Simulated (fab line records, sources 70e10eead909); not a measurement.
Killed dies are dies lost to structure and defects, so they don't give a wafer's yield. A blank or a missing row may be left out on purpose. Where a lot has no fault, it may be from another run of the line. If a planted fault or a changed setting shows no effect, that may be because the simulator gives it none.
A lot that was struck, set against a sound lot / flow nandHarc / 13 steps out of a route of 1302
Sound: the wafers L765.3, L765.5, L765.6. Struck: wafer L781.3 (L781.1, L781.6, from the same lot, were not struck and are left out); the cause is given at the end.
At each step with rows: each side's tool, then ch and its chambers, then its first start. Under that, the readings that differ: sound wafers / struck wafers / difference of the means / sigmas: that difference in standard deviations of wafers without a fault.
alike: same words and numbers on both sides, and readings whose means sit less than 2 such deviations apart. not compared: any withheld reading, any reading some wafer has no value for, any bound like >300 that may hide the same value, and any number with overlapping values for which the record gives no deviation.
Wherever a step has rows on one side only, a row that says differs or no value, or a row with sigmas, the two part there. Numbers that don't overlap but have no deviation are shown without sigmas and don't part them. A reading missing from all wafers of one side parts the sides only when that side holds two or more wafers.

NHARC_A_CHANNEL_FILL_D2_ALD_15: deposits SiNx, target thk 2 nm, pulse time 60 s, ald cycles 19.
  sound on aldSinBatch-03 ch 0; struck on aldSinBatch-02 ch 0
  alike: precursorPulseHeightRel
  not compared: aldCycles
then, 3 steps without rows for these wafers: NHARC_A_CHANNEL_FILL_D2_ALD_16 (deposits SiO2, target thk 1.5 nm, pulse time 10 s, ald cycles 15); NHARC_A_CHANNEL_FILL_D2_ANNEAL_17 (time 1800 s); NHARC_A_CHANNEL_FILL_D2_CVD_18 (deposits poly-Si, target thk 3 nm).
NHARC_A_CHANNEL_FILL_D2_ETCHBACK_19: etches the open film in HBr/Cl2, target depth 5 nm, time 1.7 s.
  sound on rieSi-06 ch 0,1,2, day 14 16:58; struck on rieSi-05 ch 1, day 21 21:38
  alike: biasW, chamberPressureMTorr, drypumpMotorCurrentA, hbrFlowSccm, oesProductAu, throttleValvePct
  not compared: rfHoursCounterH
NHARC_A_CHANNEL_FILL_D2_ETCHBACK_20: etches the open film in C4F8/O2/Ar, target depth 27 nm, time 13.5 s.
  sound on rieDiel-10 ch 0,2,3, day 14 17:08; struck on rieDiel-06 ch 3, day 21 21:49
  alike: biasW, chamberPressureMTorr, oesProductAu, rfVppV
  not compared: rfHoursCounterH
NHARC_A_CHANNEL_FILL_D2_STRIP_28: strips in O2, time 20 s.
  sound on rieDiel-10 ch 0,3, day 14 17:11; struck on rieDiel-06 ch 2, day 21 21:53
reading=rfVppV (V); sound=57.3 59.5 56.6; struck=55.1; difference=-2.7; sigmas=-3
reading=showerheadPlenumPTorr (Torr); sound=3.61 3.61 3.48; struck=3.31; difference=-0.26; sigmas=-3
  alike: chamberPressureMTorr, drypumpMotorCurrentA, oesProductAu, throttleValvePct
  not compared: rfHoursCounterH
then, 4 steps without rows for these wafers: NHARC_A_CHANNEL_FILL_D2_PRECLEAN_21 (cleans in dHF, time 30 s); NHARC_A_CHANNEL_FILL_D2_SRD_23; NHARC_A_CHANNEL_FILL_D2_CVD_05 (deposits poly-Si, target thk 5 nm); NHARC_A_CHANNEL_FILL_D2_ANNEAL_22 (time 7200 s).
NHARC_A_CHANNEL_FILL_D2_ALD_25: deposits SiOx, target thk 60 nm, pulse time 10 s, ald cycles 600.
  sound on aldHk-03 ch 0,1, day 15 05:43; struck on aldHk-04 ch 0, day 22 13:59
reading=aldCycles; sound=600 600 600; struck=553; difference=-47; sigmas=
  alike: heaterPowerOuterW, heaterPowerW, precursorPulseHeightRel
NHARC_A_CHANNEL_FILL_D2_ETCHBACK_08: etches the open film in C4F8, target depth 220 nm, time 110 s.
  sound on rieDiel-06 ch 0,1,2; struck on rieDiel-06 ch 2
reading=oesProductAu (a.u.); sound=1.01 1.01 1.01; struck=0.93; difference=-0.08; sigmas=-2
  alike: chamberPressureMTorr, rfVppV
  not compared: rfHoursCounterH

== WHERE THEY PART ==
Last at NHARC_A_CHANNEL_FILL_D2_ETCHBACK_08 as far as this record goes, first at NHARC_A_CHANNEL_FILL_D2_STRIP_28.

WHY: what had been put in by the simulator
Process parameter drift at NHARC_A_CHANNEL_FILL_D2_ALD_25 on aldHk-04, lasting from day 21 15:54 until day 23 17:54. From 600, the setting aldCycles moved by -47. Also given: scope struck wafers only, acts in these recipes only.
